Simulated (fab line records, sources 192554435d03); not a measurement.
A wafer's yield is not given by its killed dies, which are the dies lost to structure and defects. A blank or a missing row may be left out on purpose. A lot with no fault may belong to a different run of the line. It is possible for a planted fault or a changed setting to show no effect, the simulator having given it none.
fab line records ; flow n5Finfet
[record] lots = 10; wafers = 30; lastDay = 18
route steps=1938 shown ILD0@339 SDB@347 BEOL_M4@1111
lots that met no fault: taken from a fault-free run of the same line
startH: hours from the record's first day to the start of the lot's first wafer shown ; waitH: hours elapsed since this lot's preceding step ; " same as the row above ; L1.1+2: a row that stands for several wafers ; - no value, or no start given ; * or withheld: withheld ; < > ~ a bound
route shown NAME@n: names a module that has steps shown in the file, with the first one's number in the route ; usual: mean and standard deviation over wafers with no fault ; same: alike in all rows ; chamber/n: place in a boat ; sites: per-site readings ; _std_site: the values' standard deviation ; _edge_site: inner sites' mean taken away from outer sites' mean ; radiusMm: for every site, how far away it sits from the centre of the wafer ; mask NAME#n: copy n ; behind: the most recent tool/chamber to have shaped the wafer ; hold: cause of the lot's hold/its duration in hours/its outcome ; device: transistor that didn't switch, given as n, p or np ; end of line: the tests these same wafers got at the end of their route ; a step with no rows: only its recipe ; killed: dies lost to structure and defects at the first sort, not the wafer's yield ; map: shows each die of a wafer: x if killed, . if not, _ if none is there
set.NAME: the setting as run; set.NAME@STEP: as run at that earlier step ; model.NAME: the simulator's own value behind a step, which no gauge read
the route's steps for a sample of lots (tables are steps, rows are wafers)
services: when a tool's chamber went out of use (startH, in hours from the record's first day, below 0 if earlier), for how many hours, and the reason
[[steps]]
[step N5_ILD0_THK_MEAS_04]
[usual] thkNm = 197.4/0.95
lot.wafer;tool;chamber;startH;waitH;thkNm
L287.1;filmMetro-01;-;68.34;-;197.3
L287.4;filmMetro-01;-;68.34;-;198.7
L287.5;filmMetro-01;-;68.34;-;198.7
L288.3;filmMetro-01;-;73.52;-;198.5
L288.5;filmMetro-01;-;73.52;-;198.0
L288.6;filmMetro-01;-;73.52;-;197.0
L289.1;filmMetro-01;-;75.47;-;197.3
L289.3;filmMetro-01;-;75.47;-;197.6
L289.5;filmMetro-01;-;75.47;-;197.1
L291.1;filmMetro-01;-;87.54;-;197.3
L291.4;filmMetro-01;-;87.54;-;194.2
L291.5;filmMetro-01;-;87.54;-;196.1
L297.1;filmMetro-01;-;124.47;-;196.8
L297.4;filmMetro-01;-;124.47;-;197.0
L297.5;filmMetro-01;-;124.47;-;197.1
L300.3;filmMetro-01;-;137.54;-;196.8
L300.5;filmMetro-01;-;137.54;-;196.1
L300.6;filmMetro-01;-;137.54;-;197.3
L301.1;filmMetro-02;-;146.23;-;197.8
L301.2;filmMetro-02;-;146.23;-;196.2
L301.3;filmMetro-02;-;146.23;-;198.1
L307.1;filmMetro-02;-;183.21;-;197.6
L307.5;filmMetro-02;-;183.21;-;197.9
L307.6;filmMetro-02;-;183.21;-;198.3
L309.1;filmMetro-01;-;196.11;-;195.6
L309.3;filmMetro-01;-;196.11;-;195.9
L309.5;filmMetro-01;-;196.11;-;197.6
L310.2;filmMetro-01;-;201.94;-;197.5
L310.4;filmMetro-01;-;201.94;-;196.1
L310.6;filmMetro-01;-;201.94;-;195.6
[step N5_SDB_HM_DEP_00]
[recipe] material = SiNx; targetThkA = 400; tempC = 400; precursor = SiH4/NH3/N2; pressureTorr = 1.5; rfW = 300; timeS = 35.3
[usual] heaterPowerW = 718/65; showerheadPlenumPTorr = 5.15/0.085; throttleValvePct = 40.8/2.9
lot.wafer;tool;chamber;startH;waitH;heaterPowerW;showerheadPlenumPTorr;throttleValvePct
L287.1;pecvd-03;0;71.95;0.0;802;5.22;43.8
L287.4;pecvd-03;2;71.95;0.0;738;5.15;35.1
L287.5;pecvd-03;1;71.95;0.0;711;5.16;40.1
L288.3;pecvd-04;2;77.12;0.0;596;5.12;47.6
L288.5;pecvd-04;0;77.12;0.0;618;4.90;40.7
L288.6;pecvd-04;1;77.12;0.0;656;5.15;39.9
L289.1;pecvd-03;0;79.07;0.0;789;5.21;43.9
L289.3;pecvd-03;2;79.07;0.0;758;5.16;35.5
L289.5;pecvd-03;2;79.07;0.0;775;5.17;35.4
L291.1;pecvd-02;1;91.14;0.0;706;5.20;42.2
L291.4;pecvd-02;2;91.14;0.0;750;5.21;40.6
L291.5;pecvd-02;0;91.14;0.0;830;5.09;40.1
L297.1;pecvd-02;1;128.43;0.0;805;5.20;42.3
L297.4;pecvd-02;0;128.43;0.0;780;5.11;40.4
L297.5;pecvd-02;1;128.43;0.0;644;5.20;42.2
L300.3;pecvd-02;1;141.30;0.0;658;5.19;42.2
L300.5;pecvd-02;0;141.30;0.0;733;5.09;40.5
L300.6;pecvd-02;1;141.30;0.0;678;5.20;42.2
L301.1;pecvd-02;2;150.05;0.0;712;5.20;40.9
L301.2;pecvd-02;0;150.05;0.0;782;5.09;40.6
L301.3;pecvd-02;1;150.05;0.0;799;5.19;42.6
L307.1;pecvd-03;2;186.81;0.0;758;5.16;35.7
L307.5;pecvd-03;0;186.81;0.0;796;5.22;44.1
L307.6;pecvd-03;1;186.81;0.0;714;5.17;40.0
L309.1;pecvd-04;1;200.37;0.0;634;5.16;40.2
L309.3;pecvd-04;1;200.37;0.0;636;5.13;39.9
L309.5;pecvd-04;1;200.37;0.0;630;5.15;39.9
L310.2;pecvd-04;0;205.55;0.0;703;4.89;41.3
L310.4;pecvd-04;1;205.55;0.0;650;5.15;39.9
L310.6;pecvd-04;0;205.55;0.0;691;4.89;41.5
[step N5_SDB_OVL_MEAS_12]
[recipe] pointsPerWafer = 44
[usual] SDB_OVL = -0.1/0.65
lot.wafer;tool;chamber;startH;waitH;SDB_OVL[nm]
L287.1;overlay-01;0;72.43;0.0;0.8
L287.4;overlay-01;0;72.43;0.0;0.0
L287.5;overlay-01;0;72.43;0.0;-0.3
L288.3;overlay-02;0;77.47;0.0;-0.6
L288.5;overlay-02;0;77.47;0.0;-0.2
L288.6;overlay-02;0;77.47;0.0;-0.1
L289.1;overlay-01;0;79.42;0.0;-0.3
L289.3;overlay-01;0;79.42;0.0;0.5
L289.5;overlay-01;0;79.42;0.0;0.1
L291.1;overlay-01;0;91.49;0.0;-0.6
L291.4;overlay-01;0;91.49;0.0;-1.1
L291.5;overlay-01;0;91.49;0.0;-0.7
L297.1;overlay-01;0;128.78;0.0;-0.7
L297.4;overlay-01;0;128.78;0.0;-1.1
L297.5;overlay-01;0;128.78;0.0;-0.5
L300.3;overlay-01;0;141.79;0.0;-1.6
L300.5;overlay-01;0;141.79;0.0;0.3
L300.6;overlay-01;0;141.79;0.0;-0.8
L301.1;overlay-02;0;150.54;0.0;-0.4
L301.2;overlay-02;0;150.54;0.0;-0.7
L301.3;overlay-02;0;150.54;0.0;-1.0
L307.1;overlay-01;0;187.29;0.0;0.4
L307.5;overlay-01;0;187.29;0.0;0.2
L307.6;overlay-01;0;187.29;0.0;0.5
L309.1;overlay-01;0;200.88;0.0;0.0
L309.3;overlay-01;0;200.88;0.0;0.3
L309.5;overlay-01;0;200.88;0.0;0.5
L310.2;overlay-02;0;206.06;0.0;-0.4
L310.4;overlay-02;0;206.06;0.0;0.2
L310.6;overlay-02;0;206.06;0.0;-0.2
[step N5_SDB_CUT_ETCH_26]
[recipe] chemistry = HBr/Cl2/O2; target = Si; targetDepthA = 1296; btTimeS = 20; maskMaterial = SiNx; timeS = 51.8; ionEnergyEv = *; biasW = *; pressureMtorr = 10; icpW = 800; HBr_flow_sccm = 150; Cl2_flow_sccm = 80; O2_flow_sccm = 12
[usual] drypumpMotorCurrentA = 5.9/0.42; mfcCl2Sccm = 80.02/0.24; oes_o_777_au = 0.99/0.034; oesProductAu = 0.991/0.013; rfFwdPowerW = *; throttleValvePct = 37.24/0.21
lot.wafer;tool;chamber;startH;waitH;drypumpMotorCurrentA;mfcCl2Sccm;oes_o_777_au;oesProductAu;rfFwdPowerW;rfHoursCounterH;throttleValvePct
L287.1;rieSi-02;2;73.11;0.1;5.7;80.00;0.96;0.981;*;38;37.42
L287.4;rieSi-02;1;73.11;0.1;6.4;80.12;1.01;0.995;*;59;37.24
L287.5;rieSi-02;0;73.11;0.1;5.1;79.82;0.96;1.002;*;-;37.28
L288.3;rieSi-05;2;78.45;0.1;6.4;79.70;0.98;1.017;*;61;37.13
L288.5;rieSi-05;2;78.45;0.1;6.5;79.90;0.99;1.025;*;-;37.15
L288.6;rieSi-05;1;78.45;0.1;6.0;79.88;0.92;0.977;*;-;37.63
L289.1;rieSi-02;3;80.31;0.1;5.8;79.65;1.02;0.990;*;30;37.31
L289.3;rieSi-02;1;80.31;0.1;6.4;80.06;1.01;0.990;*;59;37.22
L289.5;rieSi-02;1;80.31;0.1;6.4;80.50;1.00;0.997;*;-;37.22
L291.1;rieSi-01;1;92.17;0.1;6.0;79.65;1.03;1.000;*;7;37.38
L291.4;rieSi-01;0;92.17;0.1;6.0;80.40;1.01;1.006;*;25;37.40
L291.5;rieSi-01;1;92.17;0.1;6.0;79.72;1.02;1.004;*;-;37.39
L297.1;rieSi-02;2;130.11;0.1;5.7;80.17;0.97;0.979;*;39;37.42
L297.4;rieSi-02;1;130.11;0.1;6.4;79.84;1.01;0.999;*;60;37.22
L297.5;rieSi-02;1;130.11;0.1;6.4;79.72;1.02;0.990;*;-;37.23
L300.3;rieSi-02;0;142.57;0.1;5.1;80.43;1.57;1.000;*;111;37.30
L300.5;rieSi-02;3;142.57;0.1;5.8;79.87;1.02;0.990;*;-;37.33
L300.6;rieSi-02;0;142.57;0.1;5.1;80.35;1.57;1.002;*;-;37.26
L301.1;rieSi-02;3;151.48;0.1;5.8;79.74;1.03;0.989;*;31;37.30
L301.2;rieSi-02;1;151.48;0.1;6.4;80.18;1.01;0.992;*;60;37.22
L301.3;rieSi-02;0;151.48;0.1;5.1;79.99;1.56;1.003;*;111;37.29
L307.1;rieSi-01;1;188.03;0.1;6.0;79.88;1.02;1.004;*;9;37.39
L307.5;rieSi-01;0;188.03;0.1;6.0;80.07;1.01;1.006;*;-;37.40
L307.6;rieSi-01;3;188.03;0.1;6.7;79.88;1.02;0.986;*;-;36.85
L309.1;rieSi-05;2;201.56;0.1;6.4;80.01;0.99;1.011;*;63;37.13
L309.3;rieSi-05;0;201.56;0.1;5.7;80.21;0.97;0.969;*;69;36.98
L309.5;rieSi-05;1;201.56;0.1;5.9;79.83;0.92;0.978;*;-;37.61
L310.2;rieSi-02;3;207.01;0.1;5.8;80.04;1.02;0.984;*;32;37.30
L310.4;rieSi-02;0;207.01;0.1;5.1;79.70;0.96;1.007;*;113;37.30
L310.6;rieSi-02;1;207.01;0.1;6.4;80.01;1.01;0.989;*;-;37.23
[step N5_BEOL_M4_RC_MEAS_101]
[usual] DIBL_N = 36.3/1.2; DIBL_P = 36.3/1.4; IOFF_N = 0.157/0.02; IOFF_P = 0.22/0.033; ION_N = 675/9.6; ION_P = 465/8.2; SS_N = 71.4/0.45; SS_P = 73.3/0.54; VT_N = 249.8/2.5; VT_P = -249/3.2
lot.wafer;tool;chamber;startH;waitH;DIBL_N[mV/V];DIBL_P[mV/V];IOFF_N[nA/um];IOFF_P[nA/um];ION_N[uA/um];ION_P[uA/um];SS_N[mV/dec];SS_P[mV/dec];VT_N[mV];VT_P[mV]
L287.1;prober-01;0;170.35;0.0;37.2;38.5;0.169;0.23;681;466;71.4;72.8;246.2;-249
L287.4;prober-01;0;170.35;0.0;36.6;37.3;0.150;0.21;676;467;71.6;72.7;249.8;-251
L287.5;prober-01;0;170.35;0.0;35.3;36.4;0.137;0.20;661;457;71.5;73.0;251.9;-252
L289.1;prober-01;0;187.88;0.0;34.6;34.8;0.128;0.16;665;455;71.2;72.0;251.3;-256
L289.3;prober-01;0;187.88;0.0;35.1;34.9;0.132;0.17;662;453;71.7;72.3;251.7;-253
L289.5;prober-01;0;187.88;0.0;35.3;35.1;0.137;0.17;668;455;71.2;71.9;253.9;-254
L288.3;prober-02;0;203.36;0.3;36.7;37.4;0.161;0.24;684;475;72.0;73.4;247.5;-247
L288.5;prober-02;0;203.36;0.3;37.9;38.7;0.190;0.26;687;467;71.9;74.0;248.9;-249
L288.6;prober-02;0;203.36;0.3;36.8;37.3;0.162;0.23;678;468;71.4;74.3;249.6;-249
L291.1;prober-01;0;209.08;0.0;36.7;36.7;0.185;0.25;695;475;72.2;73.9;247.5;-249
L291.4;prober-01;0;209.08;0.0;36.6;36.2;0.163;0.23;679;466;71.9;72.6;250.2;-249
L291.5;prober-01;0;209.08;0.0;36.4;36.4;0.179;0.25;695;477;71.0;72.6;246.5;-246
L297.1;prober-02;0;251.22;0.0;37.4;35.5;0.168;0.23;683;466;70.9;73.8;249.0;-249
L297.4;prober-02;0;251.22;0.0;36.9;35.0;0.162;0.21;680;466;71.2;73.2;248.9;-247
L297.5;prober-02;0;251.22;0.0;37.3;35.6;0.174;0.23;682;465;71.6;73.8;250.0;-247
L300.3;prober-01;0;252.24;0.3;34.5;34.8;0.155;0.19;679;468;71.6;73.8;249.4;-252
L300.5;prober-01;0;252.24;0.3;34.2;34.3;0.146;0.18;681;459;70.7;72.8;247.7;-255
L300.6;prober-01;0;252.24;0.3;33.8;34.0;0.141;0.17;670;459;71.5;72.9;248.8;-256
L301.1;prober-02;0;276.89;0.0;37.1;37.0;0.156;0.22;666;459;71.4;74.0;250.1;-249
L301.2;prober-02;0;276.89;0.0;36.4;36.4;0.154;0.21;671;457;72.1;73.0;252.0;-251
L301.3;prober-02;0;276.89;0.0;34.7;34.0;0.120;0.18;660;453;70.6;73.4;254.0;-253
L309.1;prober-01;0;307.20;0.0;35.7;36.1;0.147;0.25;673;469;71.2;73.3;249.2;-246
L309.3;prober-01;0;307.20;0.0;37.4;37.9;0.182;0.28;675;473;71.5;74.0;246.1;-245
L309.5;prober-01;0;307.20;0.0;36.5;36.6;0.170;0.26;667;464;71.8;73.9;247.4;-246
L307.1;prober-02;0;308.98;0.0;38.3;38.4;0.206;0.26;675;463;72.1;74.6;247.8;-247
L307.5;prober-02;0;308.98;0.0;37.7;38.6;0.195;0.26;675;467;72.2;73.5;247.5;-249
L307.6;prober-02;0;308.98;0.0;38.1;38.6;0.199;0.26;692;474;71.5;73.9;244.4;-245
L310.2;prober-02;0;331.82;0.2;38.2;39.2;0.187;0.29;688;471;71.6;74.1;249.0;-242
L310.4;prober-02;0;331.82;0.2;34.8;34.9;0.119;0.20;665;470;70.4;72.6;251.8;-248
L310.6;prober-02;0;331.82;0.2;39.5;40.7;0.208;0.34;685;478;71.7;74.1;247.2;-243
[[services]]
tool;chamber;startH;hours;kind
pecvd-04;-;49.91;14.6;pm
rieSi-05;1;50.76;3.5;repair
rieSi-01;1;62.65;3.2;repair
pecvd-03;1;73.19;2.1;scheduledDown
pecvd-02;2;85.12;2.1;scheduledDown
pecvd-04;2;90.23;2.1;scheduledDown
rieSi-05;0;104.99;4.3;repair
pecvd-02;-;106.83;2.8;pm
rieSi-02;2;134.57;9.6;repair
pecvd-02;0;142.29;5.6;repair
pecvd-03;-;165.20;5.5;pm
pecvd-04;0;172.54;2.1;scheduledDown
rieSi-05;-;173.74;14.6;pm
pecvd-03;1;174.37;5.5;scheduledDown
rieSi-02;1;186.54;1.9;repair
pecvd-03;2;188.00;18.4;repair
pecvd-04;2;196.43;5.5;scheduledDown
pecvd-04;2;202.38;-;clean
pecvd-04;2;202.38;-;consumableReplace:showerhead
pecvd-04;2;202.38;29.0;scheduledDown
pecvd-04;2;202.38;29.0;ventCycle
pecvd-03;-;205.57;2.8;pm
[[key]]
[firstSign] step = N5_SDB_CUT_ETCH_26; reading = rfFwdPowerW; direction = up; sigmas = 70; usual = *; struck = *
[effect] step = N5_SDB_CUT_ETCH_26; reading = oes_o_777_au; direction = up; sigmas = 17; usual = 0.99; struck = 1.57
metAt N5_SDB_CUT_ETCH_26
struckLots L300,L301
struckWafers L300.3,L300.6,L301.3
notActingAt N5_ILD0_THK_MEAS_04,N5_SDB_HM_DEP_00,N5_SDB_OVL_MEAS_12
onsetBetween 73.11 142.57
[fault] kind = processParameterDrift; tool = rieSi-02; chamber = 0; onsetH = 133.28; steps = N5_SDB_CUT_ETCH_26; channel = icpW; offset = 192; shape = step; endH = 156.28; actsIn = theseRecipesOnly; stated = 800
